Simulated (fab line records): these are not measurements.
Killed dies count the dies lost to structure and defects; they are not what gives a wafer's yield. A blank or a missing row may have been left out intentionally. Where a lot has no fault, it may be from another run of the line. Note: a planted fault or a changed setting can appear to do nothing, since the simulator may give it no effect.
Which tool did it?	flow n5 finfet	72 wafers from 24 lots sampled at 6 of the route's 1938 steps

## WHAT THE GAUGES SHOWED, per wafer
N5_BEOL_M1_CD_MEAS_11: the cd target is 17.05 nm. Usual: cd nm 17.08 nm, standard deviation 0.25.
lot	measured	on	cd nm (nm)	flag
L074	day 6 00:38	cd sem-03	16.96 17.15 17.25	
L075	day 6 11:09	cd sem-01	16.58 16.62 16.91	
L076	day 6 17:44	cd sem-03	17.21 17.28 17.50	
L077	day 6 14:54	cd sem-03	16.95 16.75 16.68	
L078	day 7 01:53	cd sem-01	17.17 16.96 17.31	
L079	day 7 09:19	cd sem-01	16.88 17.14 17.83	
L080	day 7 17:07	cd sem-02	17.13 17.08 16.81	
L081	day 7 22:02	cd sem-02	17.22 17.42 17.17	
L082	day 7 22:14	cd sem-03	17.33 17.16 17.29	
L083	day 8 09:58	cd sem-03	16.98 16.87 17.06	
L084	day 8 15:29	cd sem-02	16.89 17.49 17.16	
L085	day 8 23:40	cd sem-01	17.41 16.83 16.91	
L086	day 9 04:08	cd sem-01	17.57 17.10 17.47	
L087	day 9 07:17	cd sem-03	17.07 17.53 17.08	
L088	day 9 13:32	cd sem-01	17.08 17.03 17.36	
L089	day 9 20:11	cd sem-03	17.10 17.15 16.47	
L090	day 10 02:11	cd sem-01	17.16 17.08 17.36	
L091	day 10 09:47	cd sem-03	17.03 17.09 17.06	
L092	day 10 07:23	cd sem-03	17.11 16.90 16.98	
L093	day 10 14:18	cd sem-03	17.10 16.80 17.04	
L094	day 11 07:19	cd sem-01	17.39 17.12 17.36	
L095	day 11 15:55	cd sem-03	17.41 17.11 16.91	
L096	day 11 16:28	cd sem-03	17.15 16.99 16.80	
L097	day 11 23:09	cd sem-02	17.47 17.00 17.22	

N5_BEOL_M1_INSPECT_13: inspects for defects (brightfield). Usual: raw defect count 439, standard deviation 110.
lot	measured	on	raw defect count	flag
L074	day 6 00:43	defect inspect-01	282 311 441	
L075	day 6 11:14	defect inspect-02	466 709 502	
L076	day 6 17:49	defect inspect-01	310 328 423	
L077	day 6 14:59	defect inspect-01	307 352 345	
L078	day 7 01:58	defect inspect-01	541 675 437	
L079	day 7 09:23	defect inspect-01	304 318 246	
L080	day 7 17:11	defect inspect-02	396 313 315	
L081	day 7 22:07	defect inspect-02	641 483 438	
L082	day 7 22:19	defect inspect-02	350 447 351	
L083	day 8 10:03	defect inspect-01	392 445 333	
L084	day 8 15:34	defect inspect-02	336 564 494	
L085	day 8 23:46	defect inspect-01	510 558 443	
L086	day 9 04:13	defect inspect-01	335 438 495	
L087	day 9 07:23	defect inspect-01	459 551 386	
L088	day 9 13:37	defect inspect-01	320 298 304	
L089	day 9 20:17	defect inspect-02	500 523 427	
L090	day 10 02:16	defect inspect-01	465 604 694	
L091	day 10 09:52	defect inspect-01	336 311 505	
L092	day 10 07:28	defect inspect-01	384 453 482	
L093	day 10 14:23	defect inspect-02	592 605 434	
L094	day 11 07:24	defect inspect-02	332 506 461	
L095	day 11 16:00	defect inspect-02	461 504 643	
L096	day 11 16:33	defect inspect-02	529 671 521	
L097	day 11 23:14	defect inspect-02	500 572 541	

## WHICH TOOL RAN EACH LOT (tool, then ch and the chambers of the sampled wafers, then the start)
lot	N5_BEOL_M0_SAQP_MANDREL2_REMOVE_110	N5_BEOL_M0_SAQP_CUT_ETCH_46	N5_BEOL_M0_ANNEAL_117	N5_BEOL_M0_ANNEAL_133
L074	rie si-05 ch 0,2,3, day 5 16:35	rie diel-05 ch 1,2,3, day 5 17:20	pvd sputter-02, day 5 21:05	pvd sputter-02, day 5 21:13
L075	rie si-01 ch 0,2, day 6 00:18	rie diel-01 ch 0,1,3, day 6 01:02	pvd sputter-01, day 6 07:56	pvd sputter-01, day 6 08:03
L076	rie si-01 ch 0,2, day 6 04:26	rie diel-05 ch 1,2,3, day 6 05:03	pvd sputter-01, day 6 13:49	pvd sputter-01, day 6 13:56
L077	rie si-01 ch 0,2, day 6 07:16	rie diel-06 ch 1,2, day 6 08:06	pvd sputter-02, day 6 11:59	pvd sputter-02, day 6 12:06
L078	rie si-06 ch 0,3, day 6 14:59	rie diel-06 ch 0,2, day 6 15:44	pvd sputter-01, day 6 20:25	pvd sputter-01, day 6 20:32
L079	rie si-01 ch 0,2, day 6 21:50	rie diel-05 ch 0,1,3, day 6 22:28	pvd sputter-02, day 7 05:15	pvd sputter-02, day 7 05:22
L080	rie si-05 ch 0,3, day 7 06:58	rie diel-01 ch 1,2, day 7 07:35	pvd sputter-01, day 7 14:34	pvd sputter-01, day 7 14:41
L081	rie si-05 ch 1,2,3, day 7 11:01	rie diel-01 ch 2,3, day 7 11:39	pvd sputter-03, day 7 17:28	pvd sputter-03, day 7 17:35
L082	rie si-06 ch 0,1,3, day 7 13:34	rie diel-01 ch 0,1,2, day 7 14:12	pvd sputter-03, day 7 19:52	pvd sputter-03, day 7 19:59
L083	rie si-06 ch 0,2,3, day 7 20:53	rie diel-01 ch 1,2,3, day 7 21:31	pvd sputter-03, day 8 05:58	pvd sputter-03, day 8 06:05
L084	rie si-01 ch 1,2, day 8 06:17	rie diel-05 ch 2,3, day 8 07:31	pvd sputter-01, day 8 12:31	pvd sputter-01, day 8 12:46
L085	rie si-05 ch 0,3, day 8 07:46	rie diel-01 ch 1,2,3, day 8 08:40	pvd sputter-02, day 8 17:28	pvd sputter-02, day 8 17:35
L086	rie si-06 ch 1,2,3, day 8 19:25	rie diel-01 ch 0,1,2, day 8 20:02	pvd sputter-01, day 9 00:37	pvd sputter-01, day 9 00:44
L087	rie si-05 ch 1,3, day 8 22:20	rie diel-06 ch 0,3, day 8 23:11	pvd sputter-03, day 9 04:40	pvd sputter-03, day 9 04:47
L088	rie si-06 ch 0,1,3, day 9 04:07	rie diel-05 ch 1,2,3, day 9 04:49	pvd sputter-01, day 9 10:13	pvd sputter-01, day 9 10:20
L089	rie si-06 ch 0,1,2, day 9 11:37	rie diel-06 ch 1,2,3, day 9 12:32	pvd sputter-03, day 9 17:23	pvd sputter-03, day 9 17:31
L090	rie si-05 ch 0,1,2, day 9 18:23	rie diel-01 ch 0,1,2, day 9 19:09	pvd sputter-02, day 9 23:14	pvd sputter-02, day 9 23:22
L091	rie si-01 ch 1,2, day 9 20:11	rie diel-01 ch 1,3, day 9 20:49	pvd sputter-02, day 10 05:31	pvd sputter-02, day 10 05:38
L092	rie si-05 ch 0,1,2, day 9 23:02	rie diel-05 ch 0,1,2, day 9 23:45	pvd sputter-02, day 10 04:49	pvd sputter-02, day 10 04:56
L093	rie si-06 ch 2,3, day 10 06:21	rie diel-01 ch 1,2,3, day 10 07:06	pvd sputter-01, day 10 11:29	pvd sputter-01, day 10 11:37
L094	rie si-05 ch 2,3, day 10 23:11	rie diel-06 ch 0,3, day 10 23:48	pvd sputter-02, day 11 04:38	pvd sputter-02, day 11 04:46
L095	rie si-01 ch 0,1,3, day 11 03:14	rie diel-06 ch 1,3, day 11 04:11	pvd sputter-02, day 11 11:23	pvd sputter-02, day 11 11:31
L096	rie si-05 ch 0,1,3, day 11 04:43	rie diel-05 ch 0,3, day 11 05:34	pvd sputter-03, day 11 13:07	pvd sputter-03, day 11 13:14
L097	rie si-05 ch 1,2,3, day 11 10:13	rie diel-01 ch 0,2,3, day 11 10:58	pvd sputter-01, day 11 17:53	pvd sputter-01, day 11 18:01
- N5_BEOL_M0_SAQP_MANDREL2_REMOVE_110: chemistry HBr/Cl2/O2, target a-Si, stops on SiCN, bt time 10 s.
- N5_BEOL_M0_SAQP_CUT_ETCH_46: etches SOC in N2/H2, target depth 135 nm, overetch 27 nm, time 202.5 s.
- N5_BEOL_M0_ANNEAL_117: time 60 s.
- N5_BEOL_M0_ANNEAL_133: time 60 s.

## AS READ BY THE TOOLS THEMSELVES (means over the sampled wafers that have a number; for cases with no such wafer, the mark the record gives instead)
N5_BEOL_M0_SAQP_MANDREL2_REMOVE_110. Usual: bias w 30.02 W, standard deviation 0.099; drypump motor current A 5.9 A, standard deviation 0.57; oes product au 1.004 a.u., standard deviation 0.017; throttle valve pct 36.5 %, standard deviation 0.34.
lot	tool	bias w (W)	drypump motor current A (A)	oes product au (a.u.)	throttle valve pct (%)	flag
L074	rie si-05	30.01	5.9	0.994	36.8	
L075	rie si-01	29.98	5.1	1.023	36.5	
L076	rie si-01	30.08	5.5	1.000	36.6	
L077	rie si-01	29.94	5.5	1.010	36.6	
L078	rie si-06	30.07	5.9	1.034	36.5	
L079	rie si-01	30.00	5.5	1.007	36.6	
L080	rie si-05	30.09	6.1	1.000	37.0	
L081	rie si-05	30.14	6.0	0.993	36.6	
L082	rie si-06	30.03	6.2	1.019	36.4	
L083	rie si-06	30.11	5.9	1.018	36.6	
L084	rie si-01	30.06	5.7	1.008	36.7	
L085	rie si-05	29.88	6.4	0.995	37.1	
L086	rie si-06	30.04	6.2	1.001	36.5	
L087	rie si-05	30.01	6.5	0.998	36.9	
L088	rie si-06	30.01	6.1	1.013	36.4	
L089	rie si-06	30.02	6.1	1.007	36.3	
L090	rie si-05	30.01	5.7	0.995	36.6	
L091	rie si-01	30.07	5.1	1.013	36.6	
L092	rie si-05	30.00	5.8	0.988	36.6	
L093	rie si-06	30.08	6.0	0.989	36.6	
L094	rie si-05	30.09	6.1	0.995	36.8	
L095	rie si-01	30.03	6.2	1.001	36.5	
L096	rie si-05	29.94	6.2	0.993	36.8	
L097	rie si-05	29.96	6.0	0.998	36.6	

N5_BEOL_M0_SAQP_CUT_ETCH_46. Usual: bias w 150.0 W, standard deviation 0.47; drypump motor current A 5.6 A, standard deviation 0.3; rf vpp V 524.7 V, standard deviation 1.8; showerhead plenum p Torr 2.58 Torr, standard deviation 0.056; throttle valve pct 17.87 %, standard deviation 0.23.
lot	tool	bias w (W)	drypump motor current A (A)	rf vpp V (V)	showerhead plenum p Torr (Torr)	throttle valve pct (%)	flag
L074	rie diel-05	150.5	5.5	525.3	2.57	17.80	
L075	rie diel-01	150.2	5.9	526.1	2.63	18.06	
L076	rie diel-05	150.0	5.5	524.0	2.56	17.81	
L077	rie diel-06	150.0	5.4	524.3	2.58	17.84	
L078	rie diel-06	149.6	5.7	525.8	2.61	17.90	
L079	rie diel-05	149.7	5.6	525.2	2.58	17.76	
L080	rie diel-01	150.0	5.7	524.6	2.59	18.17	
L081	rie diel-01	149.7	5.6	525.0	2.59	17.65	
L082	rie diel-01	150.0	5.8	524.5	2.59	18.02	
L083	rie diel-01	149.8	5.7	525.2	2.59	17.91	
L084	rie diel-05	149.7	5.6	524.3	2.57	17.92	
L085	rie diel-01	149.8	5.7	524.6	2.59	17.92	
L086	rie diel-01	149.8	5.8	523.9	2.58	18.04	
L087	rie diel-06	149.8	5.5	522.8	2.53	17.94	
L088	rie diel-05	149.9	5.5	524.8	2.56	17.86	
L089	rie diel-06	149.9	5.4	524.0	2.53	17.74	
L090	rie diel-01	150.5	5.8	524.4	2.58	18.05	
L091	rie diel-01	150.6	5.8	525.6	2.63	17.86	
L092	rie diel-05	150.3	5.6	525.2	2.60	17.83	
L093	rie diel-01	150.1	5.7	524.4	2.58	17.95	
L094	rie diel-06	150.2	5.6	525.0	2.58	17.97	
L095	rie diel-06	149.8	5.3	522.7	2.55	17.52	
L096	rie diel-05	150.3	5.8	525.0	2.59	17.84	
L097	rie diel-01	150.0	5.7	524.6	2.57	17.82	

N5_BEOL_M0_ANNEAL_117. Usual: heater power w 816 W, standard deviation 110.
lot	tool	heater power w (W)	flag
L074	pvd sputter-02	844	
L075	pvd sputter-01	742	
L076	pvd sputter-01	731	
L077	pvd sputter-02	900	
L078	pvd sputter-01	737	
L079	pvd sputter-02	906	
L080	pvd sputter-01	776	
L081	pvd sputter-03	806	
L082	pvd sputter-03	933	
L083	pvd sputter-03	819	
L084	pvd sputter-01	753	
L085	pvd sputter-02	908	
L086	pvd sputter-01	736	
L087	pvd sputter-03	1003	
L088	pvd sputter-01	748	
L089	pvd sputter-03	944	
L090	pvd sputter-02	848	
L091	pvd sputter-02	916	
L092	pvd sputter-02	923	
L093	pvd sputter-01	734	
L094	pvd sputter-02	809	
L095	pvd sputter-02	889	
L096	pvd sputter-03	878	
L097	pvd sputter-01	755	

N5_BEOL_M0_ANNEAL_133. Usual: heater power w 816 W, standard deviation 110.
lot	tool	heater power w (W)	flag
L074	pvd sputter-02	857	
L075	pvd sputter-01	733	
L076	pvd sputter-01	720	
L077	pvd sputter-02	912	
L078	pvd sputter-01	740	
L079	pvd sputter-02	896	
L080	pvd sputter-01	755	
L081	pvd sputter-03	827	
L082	pvd sputter-03	944	
L083	pvd sputter-03	836	
L084	pvd sputter-01	760	
L085	pvd sputter-02	893	
L086	pvd sputter-01	737	
L087	pvd sputter-03	976	
L088	pvd sputter-01	749	
L089	pvd sputter-03	940	
L090	pvd sputter-02	833	
L091	pvd sputter-02	892	
L092	pvd sputter-02	913	
L093	pvd sputter-01	745	
L094	pvd sputter-02	829	
L095	pvd sputter-02	888	
L096	pvd sputter-03	894	
L097	pvd sputter-01	763	

## THE ANSWER, worked out from the rows above alone
Rule: a lot counts as off when the mean over its wafers that have a number is more than 3 standard deviations away from the usual mean. Also off: a lot with no number at a reading for which 4 or more lots have one. Any other lot the step has rows for is counted as sound. After the gauges, taken in route order, come the tools' own readings; for these a lot's mean is taken, as printed above. The first step at which some lot is off is used, and at that step the reading that is off furthest; a lot without a number counts as furthest.
No lot is off at any reading shown: from this, nothing can be told.

## WHAT THE SIMULATOR PUT IN
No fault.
